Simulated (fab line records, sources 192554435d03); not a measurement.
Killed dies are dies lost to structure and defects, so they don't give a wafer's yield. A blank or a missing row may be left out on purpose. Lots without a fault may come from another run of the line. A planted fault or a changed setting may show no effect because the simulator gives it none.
Chamber matching | flow n5_finfet | N5_BEOL_M5_CURE_80 on uv_cure-01: 3 sister chambers
The step cures SiCOH lowk, time 120 s. 3 wafers are shown with their chamber, then 11 later ones without.

WAFERS WITH THEIR CHAMBER
wafer  | chamber | wafer_temp_C_max
L083.5 | 1       | 371.6
L087.3 | 0       | 370.7
L092.2 | 2       | 371.6

WAFERS WITHOUT THEIR CHAMBER
wafer  | wafer_temp_C_max
L092.4 | 371.3
L092.5 | 372.3
L093.3 | 370.8
L093.5 | 370.9
L093.6 | 370.7
L095.1 | 372.1
L095.2 | 371.3
L095.4 | 372.1
L096.1 | 371.6
L096.5 | 371.5
L096.6 | 371.7

WHICH CHAMBER EACH WENT THROUGH
wafer  | from the rows above          | in truth
L092.4 | can't be placed: 1 or 2 or 0 | 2
L092.5 | can't be placed: 1 or 2      | 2
L093.3 | 0                            | 0
L093.5 | can't be placed: 0 or 1 or 2 | 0
L093.6 | 0                            | 0
L095.1 | can't be placed: 1 or 2      | 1
L095.2 | can't be placed: 1 or 2 or 0 | 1
L095.4 | can't be placed: 1 or 2      | 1
L096.1 | can't be placed: 1 or 2      | 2
L096.5 | can't be placed: 1 or 2      | 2
L096.6 | can't be placed: 1 or 2      | 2
Placed correctly: 2 of 11. Can't be placed from these rows: 9 (the true chamber is among the candidates in 9). Placed wrongly: 0.
How it was worked out, from the rows above alone: a wafer's distance from a chamber is the root of the sum, over the readings, of the square of ((its reading less the chamber's mean) divided by the reading's scatter). The wafer belongs to the nearest chamber; if the next one is less than 2 further off, it can't be placed. A chamber's mean is the mean of its shown wafers. The scatter: with one shown wafer a chamber, the root of the mean of the squares of how far each hidden wafer lies from its nearest shown one.
